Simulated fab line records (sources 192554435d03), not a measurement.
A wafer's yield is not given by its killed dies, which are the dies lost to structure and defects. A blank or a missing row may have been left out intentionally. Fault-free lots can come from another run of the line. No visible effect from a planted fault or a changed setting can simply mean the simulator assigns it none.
Code-filled problem report in 8D (eight disciplines) form | flow n5 finfet | the parts of the form that need people (team, actions taken, sign-off) are left out

== 1. THE ISSUE ==
Wafers without a fault read 225.95, standard deviation 0.28; wafer_temp_C_max at N5_BEOL_M15_ANNEAL_48 reads a mean of 228.91 on 6 wafers belonging to 2 lots. Measured from the usual mean, that is +11 standard deviations.
The step: time 90 s.
Seen first at day 15 18:08 on rtp anneal-02, wafer L628.4. The record holds 33 wafers of 11 lots with a number at this step. Rule for "out" (also "out of limits"): further than 4 standard deviations from the usual mean. All remaining wafers that have a number are taken as sound.

== 2. WHAT IT IS, WHAT IT ISN'T ==
question                    | is                     | is not
which readings at this step | wafer_temp_C_max       | -
which lots                  | L628, L633             | L617, L619, L621, L623, L624, L629, L634, L639, L640
which wafers of those lots  | all that have a number | -
read on which tools         | rtp anneal-02          | rtp anneal-01
when                        | from day 15 18:08      | up to then (18 sound wafers); but 9 sound wafers of L634, L639, L640 came after

== 3. WHAT RULES OUT EACH SUSPECT ==
Counting: a tool at a process step up to the reading stays a suspect if it ran every lot that is out and no sound lot after the first of them.
- pvd sputter-01 at N5_BEOL_M15_SPUTTER_43 (material TaN, target thk 15 nm, time 24.19 s): ruled out as a lasting fault. Sound lots L634, L640 ran on it after its first lot that is out, L628 (day 15 17:29).
- rtp anneal-02 at N5_BEOL_M15_ANNEAL_48 (time 90 s): kept. Every lot that is out went through it, starting with L628 (day 15 18:08), and after that it ran no sound lot; the last sound lot it ran before then is L629 (day 14 12:05). On those wafers its own readings are out: wafer_temp_C_max.
The count leaves rtp anneal-02 at N5_BEOL_M15_ANNEAL_48.

== 4. THE CAUSE (what the simulator had put in) ==
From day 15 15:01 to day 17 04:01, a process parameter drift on rtp anneal-02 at N5_BEOL_M15_ANNEAL_48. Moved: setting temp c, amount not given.
Only this tool survived the counting.

== 5. THE EFFECT CHAIN, in route order ==
Each row: a reading where the mean over the struck wafers with a number is more than 3 standard deviations away from the usual. Only readings whose record carries a usual standard deviation are examined. hours: median over the lots of the time between each lot's start at the first step of this table that gives one and its start at this step. sigmas: the change, counted in usual standard deviations.
hours | step                  | reading          | usual  | on struck wafers | change | sigmas
0     | N5_BEOL_M15_ANNEAL_48 | wafer_temp_C_max | 225.95 | 228.91           | +2.96  | +11
The process steps in it:
- N5_BEOL_M15_ANNEAL_48: time 90 s.

== 6. HOW IT WOULD HAVE BEEN CAUGHT EARLIER ==
3 hours passed between the start of the fault at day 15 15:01 and the first reading out of limits in this record, taken at day 15 18:08.
